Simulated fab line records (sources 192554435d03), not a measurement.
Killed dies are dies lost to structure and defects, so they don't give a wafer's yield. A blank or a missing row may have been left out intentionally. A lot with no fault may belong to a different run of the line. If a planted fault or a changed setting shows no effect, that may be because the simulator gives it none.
Chamber matching + flow n5Finfet + N5_BEOL_M11_STRIP_67 on rieDiel-04 has 4 sister chambers
The step strips in CF4. 8 wafers are shown with their chamber, then 12 later ones without.

## WAFERS, EACH WITH ITS CHAMBER
| wafer  | chamber | drypumpMotorCurrentA (A) | throttleValvePct (%) |
|--------|---------|--------------------------|----------------------|
| L079.4 | 2       | 4.7                      | 13.58                |
| L087.4 | 2       | 4.7                      | 13.01                |
| L088.1 | 3       | 6.4                      | 13.76                |
| L088.3 | 0       | 5.3                      | 13.55                |
| L088.5 | 1       | 5.7                      | 13.80                |
| L091.2 | 1       | 5.6                      | 13.82                |
| L091.3 | 0       | 5.3                      | 13.56                |
| L091.4 | 3       | 6.4                      | 13.77                |

## WAFERS WHOSE CHAMBER IS MISSING
| wafer  | drypumpMotorCurrentA (A) | throttleValvePct (%) |
|--------|--------------------------|----------------------|
| L089.2 | 6.4                      | 13.78                |
| L089.3 | 4.7                      | 13.01                |
| L089.6 | 5.7                      | 13.80                |
| L093.1 | 5.3                      | 13.56                |
| L093.5 | 4.7                      | 13.03                |
| L093.6 | 6.4                      | 13.78                |
| L096.1 | 4.7                      | 13.02                |
| L096.3 | 6.4                      | 13.79                |
| L096.5 | 6.4                      | 13.80                |
| L094.2 | 6.4                      | 13.79                |
| L094.3 | 5.3                      | 13.58                |
| L094.5 | 6.4                      | 13.80                |

## EACH ONE'S CHAMBER
| wafer  | from the rows above | in truth |
|--------|---------------------|----------|
| L089.2 | 3                   | 3        |
| L089.3 | 2                   | 2        |
| L089.6 | 1                   | 1        |
| L093.1 | 0                   | 0        |
| L093.5 | 2                   | 2        |
| L093.6 | 3                   | 3        |
| L096.1 | 2                   | 2        |
| L096.3 | 3                   | 3        |
| L096.5 | 3                   | 3        |
| L094.2 | 3                   | 3        |
| L094.3 | 0                   | 0        |
| L094.5 | 3                   | 3        |
Correct placement for 12 of the 12. Number that these rows cannot place: 0. Placed wrongly: 0.
How it was worked out, from the rows above alone: a wafer's distance from a chamber is the root of the sum, over the readings, of the square of ((its reading less the chamber's mean) divided by the reading's scatter). If the next closest chamber is less than 2 further off than the closest, the wafer can't be placed; otherwise it belongs to the closest. A chamber's mean is the mean of its shown wafers. The scatter: the root of (the sum of the squares of (reading less its chamber's mean) over the shown wafers, divided by (wafers less chambers)).
